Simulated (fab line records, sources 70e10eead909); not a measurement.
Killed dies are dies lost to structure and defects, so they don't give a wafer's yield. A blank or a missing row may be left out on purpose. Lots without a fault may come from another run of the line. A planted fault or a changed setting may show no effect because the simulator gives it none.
Which tool did it? | flow nand_harc | 14 lots, 42 wafers sampled, at 5 steps of a route of 1302

WHAT THE GAUGES READ, wafer by wafer
NHARC_P_STI_INSPECT_25. Usual: raw_defect_count 221, standard deviation 79.
lot  | measured     | on                | raw_defect_count | flag
L108 | day 4 07:37  | defect_inspect-02 | 109 115 172      |
L109 | day 4 13:08  | defect_inspect-02 | 181 303 331      |
L110 | day 4 20:11  | defect_inspect-01 | 194 154 153      |
L114 | day 6 12:19  | defect_inspect-01 | 229 396 259      |
L118 | day 8 06:27  | defect_inspect-01 | 140 120 212      |
L122 | day 10 00:54 | defect_inspect-02 | 185 240 216      |
L124 | day 10 14:22 | defect_inspect-01 | 253 237 140      |
L125 | day 11 00:20 | defect_inspect-01 | 138 223 128      |
L126 | day 11 14:14 | defect_inspect-01 | 133 250 169      |
L127 | day 11 22:14 | defect_inspect-01 | 226 232 140      |
L128 | day 12 10:45 | defect_inspect-01 | 292 313 262      |
L129 | day 12 10:45 | defect_inspect-02 | 256 188 172      |
L130 | day 12 23:34 | defect_inspect-02 | 218 200 166      |
L131 | day 13 10:14 | defect_inspect-01 | 181 205 203      |

NHARC_P_GATE_CD_MEAS_59: target cd 720 nm. Usual: cd_nm 719.7 nm, standard deviation 1.4.
lot  | measured     | on        | cd_nm (nm)        | flag
L108 | day 5 22:31  | cd_sem-01 | 719.1 721.6 720.0 |
L109 | day 6 22:53  | cd_sem-02 | 719.3 719.8 718.3 |
L110 | day 6 21:47  | cd_sem-03 | 720.3 719.2 720.6 |
L114 | day 8 00:49  | cd_sem-02 | 719.3 719.3 720.4 |
L118 | day 9 23:06  | cd_sem-01 | 720.9 721.1 720.8 |
L122 | day 11 13:42 | cd_sem-03 | 719.7 717.2 718.4 |
L124 | day 12 10:02 | cd_sem-03 | 721.1 718.7 721.1 |
L125 | day 12 13:40 | cd_sem-03 | 721.4 720.8 722.1 |
L126 | day 13 02:08 | cd_sem-03 | 718.7 718.2 719.9 |
L127 | day 13 12:27 | cd_sem-02 | 719.9 718.0 719.9 |
L128 | day 14 00:05 | cd_sem-02 | 717.7 719.1 720.3 |
L129 | day 13 23:25 | cd_sem-02 | 721.2 718.5 718.4 |
L130 | day 14 11:26 | cd_sem-02 | 718.2 719.1 719.7 |
L131 | day 15 01:46 | cd_sem-02 | 718.3 718.7 719.0 |

NHARC_END_SORT_01. Usual: killed_at_array 56, standard deviation 21; killed_at_other 1.2, standard deviation 1.6; killed_at_periphery 3.7, standard deviation 2.5; killed_dies 61, standard deviation 21; killed_open 3.1, standard deviation 1.8; killed_short 2.8, standard deviation 1.7.
lot  | measured     | on        | killed_at_array | killed_at_other | killed_at_periphery | killed_dies | killed_open | killed_short | flag
L108 | day 24 23:42 | prober-02 | 52 39 47        | 2 1 0           | 623 637 630         | 677 677 677 | 2 2 4       | 6 2 2        | OFF
L109 | day 24 08:28 | prober-02 | 80 77 88        | 5 1 8           | 592 599 581         | 677 677 677 | 5 3 2       | 2 0 2        | OFF
L110 | day 24 09:13 | prober-01 | 81 81 70        | 2 0 0           | 594 596 607         | 677 677 677 | 1 1 5       | 2 4 6        | OFF

WHICH TOOL RAN EACH LOT (tool, then ch and the chambers of the sampled wafers, then the start)
lot  | NHARC_P_ZERO_WELL_RTA_42         | NHARC_P_GATE_OXIDE_02
L108 | rtp_anneal-02 ch 0, day 2 02:47  | furnace-03 ch 0, day 4 12:38
L109 | rtp_anneal-01 ch 0, day 2 14:16  | furnace-07 ch 0, day 4 16:30 and furnace-01 ch 0, day 4 22:32
L110 | rtp_anneal-01 ch 0, day 2 23:07  | furnace-07 ch 0, day 5 00:51
L114 | rtp_anneal-02 ch 0, day 4 15:26  | furnace-07 ch 0, day 6 15:41
L118 | rtp_anneal-01 ch 0, day 6 08:28  | furnace-03 ch 0, day 8 10:10
L122 | rtp_anneal-02 ch 0, day 7 23:10  | furnace-07 ch 0, day 10 04:16
L124 | rtp_anneal-01 ch 0, day 8 18:58  | furnace-01 ch 0, day 10 17:52
L125 | rtp_anneal-02 ch 0, day 9 05:07  | furnace-01 ch 0, day 11 03:53
L126 | rtp_anneal-02 ch 0, day 9 15:01  | furnace-07 ch 0, day 11 17:35
L127 | rtp_anneal-02 ch 0, day 10 00:43 | furnace-01 ch 0, day 12 01:43
L128 | rtp_anneal-01 ch 0, day 10 10:46 | furnace-07 ch 0, day 12 14:07
L129 | rtp_anneal-01 ch 0, day 10 21:14 | furnace-07 ch 0, day 12 14:07
L130 | rtp_anneal-01 ch 0, day 11 07:05 | furnace-07 ch 0, day 13 02:55
L131 | rtp_anneal-01 ch 0, day 11 16:58 | furnace-01 ch 0, day 13 13:44
- NHARC_P_ZERO_WELL_RTA_42: time 300 s.
- NHARC_P_GATE_OXIDE_02: material SiO2, target thk 37.5 nm, ox time 365 s.

WHAT THE TOOLS THEMSELVES READ (means of the sampled wafers that have a number; where no wafer has one, the mark that the record gives instead)
NHARC_P_ZERO_WELL_RTA_42. Usual: lamp_power_pct 37.3 %, standard deviation 2; wafer_temp_C_max 1105.5, standard deviation 1.9.
lot  | tool          | lamp_power_pct (%) | wafer_temp_C_max | flag
L108 | rtp_anneal-02 | 39.2               | 1108.5           |
L109 | rtp_anneal-01 | 35.2               | 1103.7           |
L110 | rtp_anneal-01 | 35.3               | 1104.0           |
L114 | rtp_anneal-02 | 39.3               | 1106.8           |
L118 | rtp_anneal-01 | 35.3               | 1103.6           |
L122 | rtp_anneal-02 | 39.3               | 1105.9           |
L124 | rtp_anneal-01 | 35.3               | 1103.7           |
L125 | rtp_anneal-02 | 39.3               | 1108.0           |
L126 | rtp_anneal-02 | 39.3               | 1107.0           |
L127 | rtp_anneal-02 | 39.3               | 1107.3           |
L128 | rtp_anneal-01 | 35.3               | 1103.3           |
L129 | rtp_anneal-01 | 35.3               | 1103.2           |
L130 | rtp_anneal-01 | 35.2               | 1104.1           |
L131 | rtp_anneal-01 | 35.2               | 1104.7           |

NHARC_P_GATE_OXIDE_02. Usual: spike_tc_centre_C 950.8 C, standard deviation 1.1; spike_tc_upper_C 949.9 C, standard deviation 1.1; zone_power_bottom_pct 29.6 %, standard deviation 2.1.
lot  | tool                  | spike_tc_centre_C (C) | spike_tc_upper_C (C) | zone_power_bottom_pct (%) | flag
L108 | furnace-03            | 950.7                 | 950.6                | 33.4                      |
L109 | furnace-07/furnace-01 | 950.8                 | 949.4                | 29.3                      |
L110 | furnace-07            | 950.8                 | 950.1                | 27.9                      |
L114 | furnace-07            | 951.6                 | 949.6                | 27.9                      |
L118 | furnace-03            | 951.5                 | 950.5                | 33.4                      |
L122 | furnace-07            | 950.9                 | 950.3                | 27.6                      |
L124 | furnace-01            | 949.7                 | 948.5                | 30.7                      |
L125 | furnace-01            | 950.5                 | 950.0                | 30.8                      |
L126 | furnace-07            | 951.2                 | 950.1                | 28.2                      |
L127 | furnace-01            | 950.0                 | 949.6                | 30.4                      |
L128 | furnace-07            | 952.2                 | 949.0                | 27.7                      |
L129 | furnace-07            | 950.5                 | 949.5                | 27.8                      |
L130 | furnace-07            | 950.9                 | 950.9                | 27.7                      |
L131 | furnace-01            | 951.7                 | 949.6                | 30.9                      |

THE ANSWER, worked out from the rows above alone
Rule: a lot is off if the mean of its wafers that have a number lies more than 3 standard deviations from the usual mean. A lot without any number at a reading at which 4 lots or more have one is off too. The other lots that the step has rows for count as sound. The gauges are gone through in route order, then the tools' own readings, and for those a lot's mean is taken as printed above. The first step at which some lot is off is used, and at that step the reading that is off furthest; a lot without a number counts as furthest.
Off: L108, L109, L110, at NHARC_END_SORT_01 (killed_at_periphery). Neither off nor sound, because the step has no rows for them: L114, L118, L122, L124, L125, L126, L127, L128, L129, L130, L131.
A tool fits if, at a process step before that reading, it ran every lot that is off, and no sound lot after the first of them. The gauges at NHARC_END_SORT_01 are tried like those tools. None of those tried fits.

WHAT THE SIMULATOR HAD PUT IN
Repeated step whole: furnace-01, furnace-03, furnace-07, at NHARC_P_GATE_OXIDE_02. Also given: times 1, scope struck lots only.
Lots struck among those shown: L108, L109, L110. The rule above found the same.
